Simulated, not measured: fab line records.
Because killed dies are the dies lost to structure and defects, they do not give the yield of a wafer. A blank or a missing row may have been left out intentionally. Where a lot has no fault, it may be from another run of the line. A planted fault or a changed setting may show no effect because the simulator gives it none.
Matching of chambers -- flow n5 finfet -- N5_BEOL_M2_PRE_CLEAN_60 on cvd co-01 has 3 sister chambers
The step time 15 s. 3 wafers are shown with their chamber, then 6 later ones without.

## WAFERS PAIRED WITH THEIR CHAMBERS
wafer,chamber,heater power w (W)
L794.6,1,80
L801.1,0,63
L801.3,2,80

## WAFERS WITH NO CHAMBER GIVEN
wafer,heater power w (W)
L801.6,64
L805.1,63
L805.3,81
L806.1,65
L806.2,82
L806.3,79

## THE CHAMBER EACH PASSED THROUGH
wafer,from the rows above,in truth
L801.6,0,0
L805.1,0,0
L805.3,can't be placed: 1 or 2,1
L806.1,0,0
L806.2,can't be placed: 1 or 2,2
L806.3,can't be placed: 1 or 2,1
3 of 6 placed correctly. Can't be placed from these rows: 3 (the true chamber is among the candidates in 3). Number placed wrongly: 0.
How it was worked out, from the rows above alone: a wafer's distance from a chamber is the root of the sum, over the readings, of the square of ((its reading less the chamber's mean) divided by the reading's scatter). The wafer belongs to the nearest chamber; if the next one is less than 2 further off, it can't be placed. A chamber's mean is the mean of its shown wafers. The scatter (one wafer shown for each chamber): square how far every hidden wafer sits from the nearest shown wafer, average those squares and take the square root.
